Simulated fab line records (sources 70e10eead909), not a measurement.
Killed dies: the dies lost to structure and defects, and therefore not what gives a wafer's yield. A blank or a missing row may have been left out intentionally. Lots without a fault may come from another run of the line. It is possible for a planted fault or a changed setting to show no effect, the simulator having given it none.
Matching of chambers	flow nand harc	ald metal-04 running NHARC_P_CONTACT_ALD_22: 4 sister chambers
The step deposits TiN, target thk 3 nm, pulse time 1 s, ald cycles 150. 8 wafers are shown with their chamber, then 7 later ones without.

WAFERS PAIRED WITH THEIR CHAMBERS
wafer	chamber	heater power w (W)	heater power outer w (W)
L074.4	2	1238	851
L079.5	1	1095	766
L080.5	0	1010	620
L083.1	3	1167	733
L083.4	2	1237	806
L083.5	3	1150	734
L087.2	0	1045	627
L087.4	1	1113	761

WAFERS WITH NO CHAMBER GIVEN
wafer	heater power w (W)	heater power outer w (W)
L087.5	1142	745
L095.1	1054	737
L095.2	1161	779
L095.6	1049	720
L096.4	1060	735
L096.5	1019	641
L096.6	1177	765

WHICH CHAMBER EACH ONE RAN IN
wafer	from the rows above	in truth
L087.5	can't be placed: 3 or 1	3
L095.1	1	1
L095.2	can't be placed: 3 or 1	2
L095.6	can't be placed: 1 or 0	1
L096.4	1	1
L096.5	0	0
L096.6	3	3
4 of 7 placed correctly. These rows do not allow placing 3 (true chamber among the candidates in 2). Number placed wrongly: 0.
How it was worked out, from the rows above alone: a wafer's distance from a chamber is the root of the sum, over the readings, of the square of ((its reading less the chamber's mean) divided by the reading's scatter). If the next closest chamber is less than 2 further off than the closest, the wafer can't be placed; otherwise it belongs to the closest. For every chamber, the mean is computed from those of its wafers that are shown. The scatter is the square root of a quotient: the sum, over the shown wafers, of each reading's squared deviation from its chamber's mean, divided by wafers minus chambers.
